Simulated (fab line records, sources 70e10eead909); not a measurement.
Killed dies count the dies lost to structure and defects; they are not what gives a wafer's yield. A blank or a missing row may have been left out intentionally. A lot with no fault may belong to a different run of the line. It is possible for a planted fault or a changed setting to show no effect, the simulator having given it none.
Comparing a struck lot with a sound one + flow nand-harc + 24 out of 1159 route steps
Sound: the wafers L706.2, L706.5, L706.6. The struck wafers were L717.2, L717.5, L717.6. The cause is named last.
At each step with rows: each side's tool, then ch and its chambers, then its first start. Under that, the readings that differ: sound wafers + struck wafers + difference of the means + sigmas: that difference in standard deviations of wafers without a fault.
alike: same words and numbers on both sides, and readings whose means sit less than 2 such deviations apart. not compared: any withheld reading, any reading some wafer has no value for, any bound like >300 that may hide the same value, and any number with overlapping values for which the record gives no deviation.
A row with sigmas, a row that says differs or no value, or rows on one side alone: a step with any of these is where the two part. Non-overlapping numbers with no deviation appear without sigmas and do not part them. A reading that every wafer of one side lacks parts them only if that side has two wafers or more.

first, 1 step without rows for these wafers: NHARC_P_M0_SRD_25.
NHARC_P_M0_INSPECT_27:
  sound on defect-inspect-01, day 9 00:16; struck on defect-inspect-01, day 11 10:58
  alike: raw-defect-count
NHARC_P_M0_PRE_CLEAN_31: time 12 s.
  sound on pecvd-02 ch 0,1, day 9 00:20; struck on pecvd-03 ch 0,1, day 11 11:03
  alike: heater-power-outer-w, heater-power-w
  not compared: since-wet-clean-h
NHARC_P_M0_DEP_32: deposits SiCN, target thk 30 nm.
  sound on pecvd-02 ch 0,1, day 9 00:25; struck on pecvd-03 ch 0,1, day 11 11:11
  alike: heater-power-outer-w, heater-power-w
  not compared: since-wet-clean-h
then, 7 steps without rows for these wafers: NHARC_P_M1_DEP_00 (deposits SiOC, target thk 182.5 nm); NHARC_P_M1_DEHYDRATE_01 (time 120 s); NHARC_P_M1_HMDS_02 (time 30 s); NHARC_P_M1_COAT_34 (time 65 s); NHARC_P_M1_COAT_03 (resist thk 90 nm); NHARC_P_M1_SOFTBAKE_04 (time 55 s); NHARC_P_M1_EBR_05.
NHARC_P_M1_EXPOSE_06: exposes mask P M1, target cd 130 nm.
  sound on arfi-scanner-02 ch 0, day 9 01:31; struck on arfi-scanner-02 ch 0, day 11 12:06
| reading              | sound             | struck               | difference | sigmas      |
|----------------------|-------------------|----------------------|------------|-------------|
| exposure-dose-mJ-cm2 | 81.81 81.90 81.90 | 117.53 117.47 117.40 | +35.60     | +99 or more |
  alike: mask, focus-offset-nm
then, 2 steps without rows for these wafers: NHARC_P_M1_PEB_07 (peb time 65 s); NHARC_P_M1_DEVELOP_08 (develop time 35 s).
NHARC_P_M1_CD_MEAS_09: target cd 130 nm.
  sound on cd-sem-03 ch 0, day 9 01:39; struck on cd-sem-01 ch 0, day 11 12:14
| reading    | sound             | struck            | difference | sigmas |
|------------|-------------------|-------------------|------------|--------|
| cd-nm (nm) | 129.6 129.8 129.5 | 151.8 151.7 150.9 | +21.8      | +33    |
NHARC_P_M1_OVL_MEAS_10: pitch 260 nm.
  sound on overlay-02, day 9 01:44; struck on overlay-02, day 11 12:19
| reading           | sound          | struck       | difference | sigmas |
|-------------------|----------------|--------------|------------|--------|
| overlay-x-nm (nm) | -1.8 -1.8 -2.0 | -0.5 0.2 0.0 | +1.8       | +2     |
  alike: overlay-y-nm
NHARC_P_M1_INSPECT_11:
  sound on defect-inspect-02, day 9 01:46; struck on defect-inspect-02, day 11 12:23
  alike: raw-defect-count
NHARC_P_M1_DESCUM_14: chemistry O2, time 3 s.
  sound on rie-diel-12 ch 0,1, day 9 01:50; struck on rie-diel-12 ch 2,3, day 11 12:26
| reading                     | sound             | struck            | difference | sigmas |
|-----------------------------|-------------------|-------------------|------------|--------|
| drypump-motor-current-A (A) | 6.4 6.1 6.4       | 5.4 5.4 5.4       | -0.9       | -2     |
| model.P_M1.cd-nm (nm)       | 130.8 129.5 130.5 | 151.8 152.3 150.9 | +21.4      |        |
  alike: chamber-pressure-mTorr, oes-product-au, rf-vpp-V, showerhead-plenum-p-Torr, throttle-valve-pct
  not compared: rf-hours-counter-h
NHARC_P_M1_ETCH_35: etches the open film in N2/H2, target depth 40 nm, overetch 12 nm, time 43.94 s.
  sound on rie-diel-12 ch 0,1,2, day 9 01:56; struck on rie-diel-12 ch 0,1, day 11 12:31
  alike: chamber-pressure-mTorr, drypump-motor-current-A, oes-product-au, rf-vpp-V, showerhead-plenum-p-Torr, throttle-valve-pct
  not compared: rf-hours-counter-h
NHARC_P_M1_ETCH_15: etches the open film in C4F8/Ar, target depth 182.5 nm, time 91.2 s.
  sound: rie-diel-12 ch 0,2,3; struck: rie-diel-12 ch 1,2
  alike: chamber-pressure-mTorr, oes-product-au, rf-vpp-V
  not compared: rf-hours-counter-h
NHARC_P_M1_CD_MEAS_16:
  sound on cd-sem-02, day 9 02:08; struck on cd-sem-02, day 11 12:44
| reading    | sound             | struck            | difference | sigmas |
|------------|-------------------|-------------------|------------|--------|
| cd-nm (nm) | 130.7 128.8 131.0 | 151.1 151.6 150.4 | +20.9      | +22    |
NHARC_P_M1_STRIP_18: strips in N2/H2.
  sound on rie-diel-12 ch 0,2,3, day 9 02:16; struck on rie-diel-06 ch 2,3, day 11 12:50
| reading               | sound             | struck            | difference | sigmas |
|-----------------------|-------------------|-------------------|------------|--------|
| oes-product-au (a.u.) | 1.000 0.988 0.979 | 1.035 1.010 1.041 | +0.040     | +3     |
  alike: chamber-pressure-mTorr, drypump-motor-current-A, power-w, rf-vpp-V, showerhead-plenum-p-Torr, throttle-valve-pct
  not compared: rf-hours-counter-h
NHARC_P_M1_ETCH_28: etches the open film in CF4/N2, target depth 30 nm, time 72.99 s.
  sound: rie-diel-12 ch 0,3; struck: rie-diel-06 ch 1,2
| reading               | sound             | struck            | difference | sigmas |
|-----------------------|-------------------|-------------------|------------|--------|
| model.P_M1.cd-nm (nm) | 130.4 127.7 131.2 | 150.8 149.8 150.1 | +20.5      |        |
  alike: chamber-pressure-mTorr, drypump-motor-current-A, oes-product-au, rf-vpp-V, showerhead-plenum-p-Torr, throttle-valve-pct
  not compared: rf-hours-counter-h
then, 1 step without rows for these wafers: NHARC_P_M1_STRIP_19 (strips in post etch residue remover, time 600 s).

== WHERE THEY PART ==
Earliest at NHARC_P_M1_EXPOSE_06; latest, in this record, at NHARC_P_M1_STRIP_18. Later steps at which nothing parts them and some readings are alike: NHARC_P_M1_ETCH_28.

WHY: the cause the simulator had injected
Process parameters drifting: arfi-scanner-02 at NHARC_P_M1_EXPOSE_06, beginning at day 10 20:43. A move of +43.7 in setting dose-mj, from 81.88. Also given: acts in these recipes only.
